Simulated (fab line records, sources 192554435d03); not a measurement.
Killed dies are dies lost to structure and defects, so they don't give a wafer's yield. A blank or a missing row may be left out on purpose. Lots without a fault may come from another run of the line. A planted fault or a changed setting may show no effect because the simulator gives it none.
Split-lot experiment | flow n5_finfet | 7 lots, 21 wafers read, on a route of 1938 steps

THE SPLIT
At N5_SD_EPI_P_EPI_21 (deposits SiGe:B, time 355 s), the setting epi_growth_time_s was moved away from the recipe's 355 s on 7 of the 21 wafers read, by -10.1% to +5.9%. The other wafers ran this setting at the recipe's value.

FROM THE SPLIT TO THE READING: what the file shows between them, 1 step
- N5_SD_ACTIVATION_LSA_01: time 0.0008 s (also split here: temp_c)

THE READING
RS_SD_P, in ohm/sq, at N5_SD_ACTIVATION_RS_MEAS_03 (measures by four-point-probe). Fault-free wafers of this fab line usually give 56.2 ohm/sq, standard deviation 0.99 ohm/sq.

wafer  | tool, chamber at the split | epi_growth_time_s as run, s | against the recipe | RS_SD_P, ohm/sq | against lot-mates on the recipe
L076.1 | epi_rpcvd-04, 0            | 355                         | recipe             | 56.0            | -
L076.4 | epi_rpcvd-04, 0            | 355                         | recipe             | 56.3            | -
L076.6 | epi_rpcvd-04, 0            | 355                         | recipe             | 55.4            | -
L077.4 | epi_rpcvd-01, 0            | 355                         | recipe             | 56.1            | -
L077.5 | epi_rpcvd-01, 0            | 355                         | recipe             | 55.3            | -
L077.6 | epi_rpcvd-01, 0            | 375.9                       | +5.9%              | 53.2            | -2.5
L078.1 | epi_rpcvd-04, 0            | 355                         | recipe             | 55.5            | -
L078.3 | epi_rpcvd-04, 0            | 355                         | recipe             | 54.8            | -
L078.5 | epi_rpcvd-04, 0            | 355                         | recipe             | 55.7            | -
L083.2 | epi_rpcvd-01, 0            | 355                         | recipe             | 55.7            | -
L083.4 | epi_rpcvd-01, 0            | 355                         | recipe             | 56.8            | -
L083.6 | epi_rpcvd-01, 0            | 329.7                       | -7.1%              | 59.3            | +3.0
L089.2 | epi_rpcvd-03, 0            | 343.9                       | -3.1%              | 57.6            | +1.7
L089.4 | epi_rpcvd-03, 0            | 355                         | recipe             | 55.9            | -
L089.6 | epi_rpcvd-03, 0            | 343.9                       | -3.1%              | 57.2            | +1.3
L090.1 | epi_rpcvd-01, 0            | 355                         | recipe             | 57.3            | -
L090.3 | epi_rpcvd-01, 0            | 371.2                       | +4.6%              | 54.7            | -2.2
L090.5 | epi_rpcvd-01, 0            | 355                         | recipe             | 56.6            | -
L096.2 | epi_rpcvd-03, 0            | 319.2                       | -10.1%             | 60.3            | +2.9
L096.5 | epi_rpcvd-03, 0            | 319.2                       | -10.1%             | 61.3            | +3.9
L096.6 | epi_rpcvd-03, 0            | 355                         | recipe             | 57.4            | -

THE FIT
A straight line over all 21 wafers: RS_SD_P changes by -0.454 ohm/sq for each +1% of epi_growth_time_s; r = -0.94; the points scatter about the line by 0.67 ohm/sq.
The same after taking each lot's own level away (the mean of its wafers on the recipe; 21 wafers): -0.381 ohm/sq for each +1%; r = -0.96; scatter 0.44 ohm/sq.
On that fit, the largest move of epi_growth_time_s shifts the reading by 3.8 ohm/sq.
The lots' own levels span 55.33 to 57.40 ohm/sq, that is 2.1 times the standard deviation above.
So the lot-to-lot level changes the slope: the two fits differ.
Check: with one of the wafers moved furthest among these (-10.1%) left out of the fit, the line predicts +4.22 ohm/sq for it against its lot-mates. It came out at +2.9 ohm/sq against them.

OTHER SPLITS ON THESE WAFERS
These wafers also went through other splits before the reading. Each is held against what the fit with the lots' levels taken away leaves over:
other split on the same wafers | wafers away from the commonest value | r with RS_SD_P (lot level and that fit taken away)
N5_SD_EPI_N_EXPOSE_06 dose_mj  | 5                                    | +0.01
N5_SD_EPI_N_PEB_07 peb_time_s  | 8                                    | -0.10
N5_SD_ACTIVATION_LSA_01 temp_c | 3                                    | -0.28

THE WHOLE CHAIN: every reading that the file lists as answering this split, in the file's order
step                        | what it does                 | reading                                                                           | change (the file's fit)               | r (the file's)
N5_SD_EPI_P_EPI_21          | deposits SiGe:B, time 355 s  | SiGe-B_of_SD_EPI_P_EPI_21.thk_nm (the simulator's own value, which no gauge read) | +0.418 nm for each +1% of the setting | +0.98
N5_SD_ACTIVATION_RS_MEAS_03 | measures by four-point-probe | RS_SD_P                                                                           | -0.392 for each +1% of the setting    | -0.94

THE FILE'S OWN FIT
RS_SD_P changes by -0.392 ohm/sq for each +1% of epi_growth_time_s, r = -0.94.
